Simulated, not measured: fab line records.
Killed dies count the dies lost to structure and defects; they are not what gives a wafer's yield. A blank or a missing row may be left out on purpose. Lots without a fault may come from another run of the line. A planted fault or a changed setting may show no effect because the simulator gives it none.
Which tool was responsible? | flow n5_finfet | 72 wafers sampled from 24 lots at 1 step of a route of 1938

== WHAT THE GAUGES READ, wafer by wafer ==
N5_PMOS_HMC_CHANNEL_EPI_THK_MEAS_22.
lot  | measured    | on            | HMC_CMP_THK (nm)
L074 | day 1 20:23 | film_metro-01 | 53.3 52.2 53.7
L075 | day 2 01:42 | film_metro-02 | 53.5 52.2 52.9
L076 | day 2 07:32 | film_metro-02 | 54.4 50.7 54.0
L077 | day 2 15:03 | film_metro-02 | 52.8 53.5 52.8
L078 | day 2 21:19 | film_metro-02 | 51.2 54.5 51.9
L079 | day 3 01:50 | film_metro-02 | 54.7 51.8 52.6
L080 | day 3 08:32 | film_metro-02 | 54.6 51.1 52.7
L082 | day 3 19:59 | film_metro-02 | 51.2 54.7 54.4
L081 | day 3 20:15 | film_metro-01 | 52.1 53.4 51.0
L083 | day 4 02:05 | film_metro-02 | 54.3 51.0 51.6
L084 | day 4 07:59 | film_metro-01 | 54.7 52.8 50.8
L085 | day 4 13:55 | film_metro-01 | 52.5 52.1 52.1
L086 | day 4 20:20 | film_metro-01 | 53.8 51.2 54.7
L087 | day 5 02:11 | film_metro-02 | 54.1 54.1 54.4
L088 | day 5 07:39 | film_metro-02 | 54.1 54.3 50.8
L089 | day 5 14:19 | film_metro-01 | 54.1 51.0 54.2
L090 | day 5 19:52 | film_metro-02 | 54.2 52.9 53.2
L091 | day 6 01:52 | film_metro-02 | 52.8 53.7 53.8
L092 | day 6 07:43 | film_metro-02 | 53.2 53.1 54.1
L093 | day 6 14:39 | film_metro-01 | 50.7 52.8 52.3
L094 | day 6 20:21 | film_metro-02 | 51.9 51.5 50.5
L095 | day 7 02:24 | film_metro-01 | 54.5 55.1 50.7
L096 | day 7 07:46 | film_metro-01 | 54.7 54.7 54.5
L097 | day 7 16:02 | film_metro-01 | 53.9 53.8 49.7

== TOOL THAT RAN EACH LOT (tool first, then ch and the chambers of the sampled wafers, then the start) ==
Record: no process step prior to these readings.

== AS READ BY THE TOOLS THEMSELVES (means over the sampled wafers that have a number; for cases with no such wafer, the mark the record gives instead) ==
The record holds no such reading with a usual standard deviation.

== THE ANSWER, worked out from the rows above alone ==
Rule: the lots themselves supply what counts as usual. The widest of any qualifying gaps counts: lots, ordered by their means at a reading, are off when they make up no more than a third of the lots, leave a main group of 4 or more, and stand apart from it by 3 or more times the standard deviation of that group's means. A main group is skipped when, at the precision printed for the reading in the tables above, its means are all equal. A lot without any number at a reading at which 4 lots or more have one is off too. All remaining lots with rows at the step are treated as sound. The gauges are gone through in route order, then the tools' own readings, and for those a lot's mean is taken as printed above. At the first step where some lot is off, the reading lying furthest off is the one used; lots without a number count as furthest.
No lot is off at any reading shown: from this, nothing can be told.

== WHAT THE SIMULATOR PUT IN ==
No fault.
